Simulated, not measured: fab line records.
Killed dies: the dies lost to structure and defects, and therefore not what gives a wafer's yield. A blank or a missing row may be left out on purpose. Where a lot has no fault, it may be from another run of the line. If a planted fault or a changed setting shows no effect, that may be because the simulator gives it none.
Chamber matching ; flow n5Finfet ; aldMetal-04 running N5_HKMG_FIN_PWFM_ALD_03: 4 sister chambers
The step deposits TiN, target thk 2 nm, pulse time 1 s, purge time 3 s. 4 wafers are shown with their chamber, then 7 later ones without.

WAFERS WITH THEIR CHAMBER
wafer;chamber;heaterPowerW (W)
L088.4;3;940
L088.5;2;858
L089.2;0;896
L089.3;1;841

WAFERS WITH NO CHAMBER GIVEN
wafer;heaterPowerW (W)
L089.5;827
L090.1;894
L090.2;932
L090.3;852
L090.4;839
L090.5;889
L090.6;843

WHICH CHAMBER EACH ONE RAN IN
wafer;from the rows above;in truth
L089.5;1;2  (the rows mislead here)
L090.1;0;0
L090.2;3;3
L090.3;can't be placed: 2 or 1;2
L090.4;1;1
L090.5;0;0
L090.6;can't be placed: 1 or 2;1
4 of 7 placed correctly. Cannot be placed on the basis of these rows: 2; the candidates contain the true chamber in 2. Placed wrongly: 1.
How it was worked out, from the rows above alone: a wafer's distance from a chamber is the root of the sum, over the readings, of the square of ((its reading less the chamber's mean) divided by the reading's scatter). If the next closest chamber is less than 2 further off than the closest, the wafer can't be placed; otherwise it belongs to the closest. For every chamber, the mean is computed from those of its wafers that are shown. The scatter: root of mean squared gap, hidden wafer to nearest shown wafer, with one shown wafer a chamber.
